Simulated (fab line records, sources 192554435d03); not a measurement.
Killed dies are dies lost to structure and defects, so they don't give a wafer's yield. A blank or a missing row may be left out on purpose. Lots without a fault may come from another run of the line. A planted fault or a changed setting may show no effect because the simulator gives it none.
Split-lot experiment | flow n5_finfet | 7 lots, 21 wafers read, on a route of 1938 steps

THE SPLIT
At N5_MOL_CONTACT_COAG_CVD_140 (deposits W, target thk 66.5 nm, time 215 s), the setting target_thk_a was moved away from the recipe's 665 angstrom on 9 of the 21 wafers read, by -12.6% to +11.1%. The other wafers ran this setting at the recipe's value.

The reading is taken at the split's own step.

THE READING
W_of_MOL_CONTACT_COAG_CVD_140.thk_nm (the simulator's own value, which no gauge read), in nm, at N5_MOL_CONTACT_COAG_CVD_140 (deposits W, target thk 66.5 nm, time 215 s). The file gives no usual value for it. The 12 wafers here that ran the recipe average 66.0 nm, standard deviation 0.91 nm.

wafer  | tool, chamber at the split | target_thk_a as run, angstrom | against the recipe | W_of_MOL_CONTACT_COAG_CVD_140.thk_nm, nm | against lot-mates on the recipe
L076.1 | cvd_w-02, 0                | 665                           | recipe             | 66.4                                     | -
L076.3 | cvd_w-02, 1                | 665                           | recipe             | 65                                       | -
L076.4 | cvd_w-02, 0                | 665                           | recipe             | 65.4                                     | -
L086.2 | cvd_w-02, 0                | 665                           | recipe             | 67                                       | -
L086.3 | cvd_w-02, 0                | 738.5                         | +11.1%             | 73.8                                     | +6.6
L086.4 | cvd_w-02, 0                | 665                           | recipe             | 67.4                                     | -
L087.1 | cvd_w-01, 0                | 665                           | recipe             | 65.2                                     | -
L087.2 | cvd_w-01, 1                | 665                           | recipe             | 66                                       | -
L087.6 | cvd_w-01, 0                | 665                           | recipe             | 65.8                                     | -
L089.1 | cvd_w-01, 0                | 665                           | recipe             | 66.2                                     | -
L089.4 | cvd_w-01, 0                | 711.9                         | +7.1%              | 69.4                                     | +3.2
L089.5 | cvd_w-01, 1                | 711.9                         | +7.1%              | 70.6                                     | +4.4
L090.2 | cvd_w-01, 0                | 630.7                         | -5.2%              | 62.4                                     | no lot-mate on the recipe
L090.4 | cvd_w-01, 0                | 630.7                         | -5.2%              | 62.4                                     | no lot-mate on the recipe
L090.5 | cvd_w-01, 1                | 630.7                         | -5.2%              | 62.6                                     | no lot-mate on the recipe
L092.2 | cvd_w-01, 1                | 700.9                         | +5.4%              | 69.4                                     | +5.2
L092.3 | cvd_w-01, 1                | 665                           | recipe             | 64.2                                     | -
L092.4 | cvd_w-01, 0                | 700.9                         | +5.4%              | 69.2                                     | +5.0
L094.1 | cvd_w-02, 1                | 581                           | -12.6%             | 57.6                                     | -9.1
L094.5 | cvd_w-02, 1                | 665                           | recipe             | 66.2                                     | -
L094.6 | cvd_w-02, 0                | 665                           | recipe             | 67.2                                     | -

THE FIT
A straight line over all 21 wafers: W_of_MOL_CONTACT_COAG_CVD_140.thk_nm changes by +0.654 nm for each +1% of target_thk_a; r = +0.97; the points scatter about the line by 0.79 nm.
The same after taking each lot's own level away (the mean of its wafers on the recipe; 18 wafers): +0.676 nm for each +1%; r = +0.97; scatter 0.78 nm.
On that fit, the largest move of target_thk_a shifts the reading by 8.5 nm.
The lots' own levels span 64.20 to 67.20 nm, that is 3.3 times the standard deviation above.
So the lot-to-lot level changes the slope little: the two slopes agree.
Check: with one of the wafers moved furthest among these (-12.6%) left out of the fit, the line predicts -7.97 nm for it against its lot-mates. It came out at -9.1 nm against them.

OTHER SPLITS ON THESE WAFERS
These wafers also went through other splits before the reading. Each is held against what the fit with the lots' levels taken away leaves over:
other split on the same wafers          | wafers away from the commonest value | r with W_of_MOL_CONTACT_COAG_CVD_140.thk_nm (lot level and that fit taken away)
N5_HKMG_FIN_EXPOSE_09 dose_mj           | 6                                    | +0.12
N5_GATE_CUT_COAT_07 spin_rpm            | 6                                    | -0.27
N5_GATE_CUT_DESCUM_18 time_s            | 5                                    | +0.08
N5_MOL_CONTACT_COAG_ETCH_105 bias_w     | 11                                   | +0.44
N5_MOL_CONTACT_COAG_ETCH_110 bias_w     | 3                                    | +0.34
N5_MOL_CONTACT_COAG_VIA_ETCH_117 bias_w | 9                                    | +0.54

THE FILE'S OWN FIT
W_of_MOL_CONTACT_COAG_CVD_140.thk_nm changes by +0.672 nm for each +1% of target_thk_a, r = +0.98.
